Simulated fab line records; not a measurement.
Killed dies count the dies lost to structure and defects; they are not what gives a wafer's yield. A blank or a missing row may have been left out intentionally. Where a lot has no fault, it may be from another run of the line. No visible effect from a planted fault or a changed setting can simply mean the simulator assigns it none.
Split-lot study | flow n5_finfet | on a route of 1938 steps: 7 lots, 21 wafers read

== SPLIT DETAILS ==
At N5_BEOL_M0_SAQP_PECVD_04 (deposits a-Si from SiH4/He, target thk 60 nm, time 60.2 s), the setting time_s was moved away from the recipe's 60.2 s on 6 of the 21 wafers read, by -11.1% to +10.4%. For the rest of the wafers, this setting stayed at what the recipe calls for.

== FROM THE SPLIT TO THE READING: what the file shows between them, 5 steps ==
- N5_BEOL_M0_SAQP_THK_MEAS_05
- N5_BEOL_M0_SAQP_HM_DEP_111: deposits SiO2 from SiH4/N2O, target thk 12 nm, time 7.2 s
- N5_BEOL_M0_SAQP_COAT_81: time 60 s, resist thk 100 nm
- N5_BEOL_M0_SAQP_HM_OPEN_112: chemistry CHF3/O2, target SiO2, stops on a-Si, target depth 12 nm, time 13.5 s
- N5_BEOL_M0_SAQP_STRIP_113: strips in CHF3/O2

== THE READING ==
etch.depth_nm (the simulator's own value, which no gauge read), in nm, at N5_BEOL_M0_SAQP_MANDREL_ETCH_20 (etches a-Si in HBr/Cl2, stops on SiNx, target depth 60 nm, bt time 10 s, time 30 s). There is no usual value for it anywhere in the file. Average 59.87 nm, standard deviation 0.71 nm, over the 15 wafers here run with the recipe.

wafer  | tool, chamber at the split | time_s as run, s | against the recipe | etch.depth_nm, nm | against lot-mates on the recipe
L075.1 | pecvd-01, 2                | 60.2             | recipe             | 58.7              | -
L075.2 | pecvd-01, 0                | 60.2             | recipe             | 60                | -
L075.5 | pecvd-01, 2                | 54.81            | -9.0%              | 54.74             | -4.61
L076.3 | pecvd-01, 2                | 60.2             | recipe             | 59.46             | -
L076.4 | pecvd-01, 1                | 60.2             | recipe             | 59.33             | -
L076.6 | pecvd-01, 0                | 60.2             | recipe             | 60.77             | -
L082.1 | pecvd-01, 2                | 60.2             | recipe             | 59.82             | -
L082.4 | pecvd-01, 0                | 60.2             | recipe             | 61.57             | -
L082.6 | pecvd-01, 2                | 53.53            | -11.1%             | 54.13             | -6.56
L084.1 | pecvd-01, 2                | 60.2             | recipe             | 59.84             | -
L084.3 | pecvd-01, 0                | 53.85            | -10.5%             | 53.83             | -6.01
L084.4 | pecvd-01, 1                | 53.85            | -10.5%             | 53.17             | -6.67
L086.2 | pecvd-01, 1                | 66.47            | +10.4%             | 65.55             | +5.86
L086.3 | pecvd-01, 2                | 60.2             | recipe             | 59.24             | -
L086.6 | pecvd-01, 2                | 60.2             | recipe             | 60.13             | -
L091.3 | pecvd-04, 0                | 64.34            | +6.9%              | 62.92             | +2.61
L091.4 | pecvd-04, 0                | 60.2             | recipe             | 60.01             | -
L091.6 | pecvd-04, 2                | 60.2             | recipe             | 60.61             | -
L096.1 | pecvd-01, 2                | 60.2             | recipe             | 58.97             | -
L096.4 | pecvd-01, 1                | 60.2             | recipe             | 59.49             | -
L096.5 | pecvd-01, 0                | 60.2             | recipe             | 60.07             | -

THE FIT
A straight line over all 21 wafers: etch.depth_nm changes by +0.554 nm for each +1% of time_s; r = +0.97; the points scatter about the line by 0.69 nm.
The same after taking each lot's own level away (the mean of its wafers on the recipe; 21 wafers): +0.558 nm for each +1%; r = +0.98; scatter 0.61 nm.
The reading moves by 6.2 nm for the largest change in time_s, on that fit.
The lots' own levels span 59.350 to 60.695 nm, that is 1.9 times the standard deviation above.
Hence the lot-to-lot level has little effect on the slope; both slopes agree.
Check: with one of the wafers moved furthest among these (-11.1%) left out of the fit, the line predicts -6.2 nm for it against its lot-mates. It came out at -6.56 nm against them.

== THE WHOLE CHAIN: every reading that the file lists as answering this split, in the file's order ==
step                            | what it does                                                                       | reading                                                                               | change (the file's fit)               | r (the file's)
N5_BEOL_M0_SAQP_PECVD_04        | deposits a-Si from SiH4/He, target thk 60 nm, time 60.2 s                          | a-Si_of_BEOL_M0_SAQP_PECVD_04.thk_nm (the simulator's own value, which no gauge read) | +0.553 nm for each +1% of the setting | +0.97
N5_BEOL_M0_SAQP_THK_MEAS_05     |                                                                                    | thk_nm                                                                                | withheld for each +1% of the setting  | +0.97
N5_BEOL_M0_SAQP_MANDREL_ETCH_20 | etches a-Si in HBr/Cl2, stops on SiNx, target depth 60 nm, bt time 10 s, time 30 s | etch.depth_nm (the simulator's own value, which no gauge read)                        | +0.553 nm for each +1% of the setting | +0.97

== THE FILE'S OWN FIT ==
etch.depth_nm changes by +0.553 nm for each +1% of time_s, r = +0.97.
